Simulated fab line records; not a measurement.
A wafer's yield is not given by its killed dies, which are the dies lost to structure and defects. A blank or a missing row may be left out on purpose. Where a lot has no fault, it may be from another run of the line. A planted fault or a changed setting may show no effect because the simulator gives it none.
Matching of chambers / flow nand-harc / 4 sister chambers for NHARC_A_WL_FILL_STRIP_29 on rie-diel-02
The step strips in O2, time 20 s. 4 wafers are shown with their chamber, then 9 later ones without.

WAFERS, EACH WITH ITS CHAMBER
wafer=L082.3; chamber=2; rf-vpp-V (V)=56.4
wafer=L089.2; chamber=0; rf-vpp-V (V)=59.2
wafer=L089.4; chamber=1; rf-vpp-V (V)=57.3
wafer=L089.5; chamber=3; rf-vpp-V (V)=56.9

WAFERS WITHOUT THEIR CHAMBER
wafer=L088.2; rf-vpp-V (V)=58.7
wafer=L088.5; rf-vpp-V (V)=58.1
wafer=L088.6; rf-vpp-V (V)=57.8
wafer=L094.1; rf-vpp-V (V)=57.5
wafer=L094.2; rf-vpp-V (V)=59.2
wafer=L094.3; rf-vpp-V (V)=58.4
wafer=L097.1; rf-vpp-V (V)=58.9
wafer=L097.3; rf-vpp-V (V)=58.2
wafer=L097.5; rf-vpp-V (V)=58.3

CHAMBER TAKEN BY EACH
wafer=L088.2; from the rows above=can't be placed: 0 or 1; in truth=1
wafer=L088.5; from the rows above=can't be placed: 1 or 0 or 3 or 2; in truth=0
wafer=L088.6; from the rows above=can't be placed: 1 or 3 or 2 or 0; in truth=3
wafer=L094.1; from the rows above=can't be placed: 1 or 3 or 2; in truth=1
wafer=L094.2; from the rows above=0; in truth=0
wafer=L094.3; from the rows above=can't be placed: 0 or 1 or 3 or 2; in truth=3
wafer=L097.1; from the rows above=0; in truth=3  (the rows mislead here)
wafer=L097.3; from the rows above=can't be placed: 1 or 0 or 3 or 2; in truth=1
wafer=L097.5; from the rows above=can't be placed: 0 or 1 or 3 or 2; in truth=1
1 of 9 placed correctly. Unplaceable from these rows: 7, with the true chamber sitting among the candidates in 7. Number placed wrongly: 1.
How it was worked out, from the rows above alone: a wafer's distance from a chamber is the root of the sum, over the readings, of the square of ((its reading less the chamber's mean) divided by the reading's scatter). The wafer belongs to the nearest chamber; if the next one is less than 2 further off, it can't be placed. Each chamber's mean is taken over the wafers shown for it. The scatter: with one shown wafer a chamber, the root of the mean of the squares of how far each hidden wafer lies from its nearest shown one.
